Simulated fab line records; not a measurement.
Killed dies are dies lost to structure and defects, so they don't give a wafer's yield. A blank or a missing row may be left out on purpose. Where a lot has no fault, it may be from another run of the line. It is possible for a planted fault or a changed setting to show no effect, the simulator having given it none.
Lot-split experiment ; flow n5 finfet ; on a route of 1938 steps: 7 lots, 16 wafers read

THE SPLIT
At N5_BEOL_M4_SPUTTER_48 (material Cu, target thk 4.5 nm, time 8.29 s), the setting time s was moved away from the recipe's 8.29 s on 4 of the 16 wafers read, by -8.9% to +14.4%. The other wafers ran this setting at the recipe's value.

The split's own step is where the reading is taken.

THE READING
Cu_of_BEOL_M4_SPUTTER_48.thk nm (the simulator's own value, which no gauge read), in nm, at N5_BEOL_M4_SPUTTER_48 (material Cu, target thk 4.5 nm, time 8.29 s). The file gives no usual value for it. Here, 12 wafers ran the recipe; their average is 4.5 nm with a standard deviation of 0.099 nm.

wafer;tool, chamber at the split;time s as run, s;against the recipe;Cu_of_BEOL_M4_SPUTTER_48.thk nm, nm;against lot-mates on the recipe
L080.4;pvd sputter-03, -;8.29;recipe;4.4;-
L080.5;pvd sputter-03, -;8.29;recipe;4.4;-
L080.6;pvd sputter-03, -;8.29;recipe;4.4;-
L083.3;pvd sputter-01, -;8.29;recipe;4.4;-
L082.3;pvd sputter-03, -;8.79;+6.0%;4.8;+0.2
L082.4;pvd sputter-03, -;8.29;recipe;4.6;-
L085.1;pvd sputter-03, -;8.603;+3.8%;4.6;+0.0
L085.2;pvd sputter-03, -;8.29;recipe;4.6;-
L085.3;pvd sputter-03, -;8.29;recipe;4.6;-
L087.4;pvd sputter-02, -;7.553;-8.9%;3.8;-0.6
L087.6;pvd sputter-02, -;8.29;recipe;4.4;-
L092.1;pvd sputter-01, -;8.29;recipe;4.6;-
L092.5;pvd sputter-01, -;8.29;recipe;4.6;-
L093.1;pvd sputter-01, -;8.29;recipe;4.6;-
L093.4;pvd sputter-01, -;8.29;recipe;4.6;-
L093.6;pvd sputter-01, -;9.485;+14.4%;5.4;+0.8

FIT RESULTS
A straight line over all 16 wafers: Cu_of_BEOL_M4_SPUTTER_48.thk nm changes by +0.0639 nm for each +1% of time s; r = +0.94; the points scatter about the line by 0.11 nm.
The same after taking each lot's own level away (the mean of its wafers on the recipe; 16 wafers): +0.0548 nm for each +1%; r = +0.97; scatter 0.066 nm.
That fit puts the effect of the largest move of time s on the reading at 0.79 nm.
From 4.40 to 4.60 nm: that is the span of the lots' own levels, equal to 2.0 times the standard deviation above.
Thus the slope moves with the lot-to-lot level: the two fits are different.
Check: +0.7 nm against its lot-mates is what the line predicts for one of the wafers moved furthest among these (+14.4%) when that wafer is left out of the fit. It came out at +0.8 nm against them.

ADDITIONAL SPLITS CARRIED BY THESE WAFERS
Note: prior to the reading, these wafers also went through further splits. Each is held against what the fit with the lots' levels taken away leaves over:
other split on the same wafers;wafers away from the commonest value;r with Cu_of_BEOL_M4_SPUTTER_48.thk nm (lot level and that fit taken away)
N5_BEOL_M2_COAT_61 spin rpm;4;+0.15
N5_BEOL_M2_COAT_73 temp c;4;+0.34
N5_BEOL_M2_COAT_22 spin rpm;5;-0.30
N5_BEOL_M2_DESCUM_33 time s;4;+0.15
N5_BEOL_M3_ETCH_64 time s;6;-0.29
N5_BEOL_M3_COAT_76 spin rpm;6;+0.20
N5_BEOL_M3_TRENCH_ETCH_37 source w;6;-0.06

FILE'S OWN FIT
Cu_of_BEOL_M4_SPUTTER_48.thk nm changes by +0.0533 nm for each +1% of time s, r = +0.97.
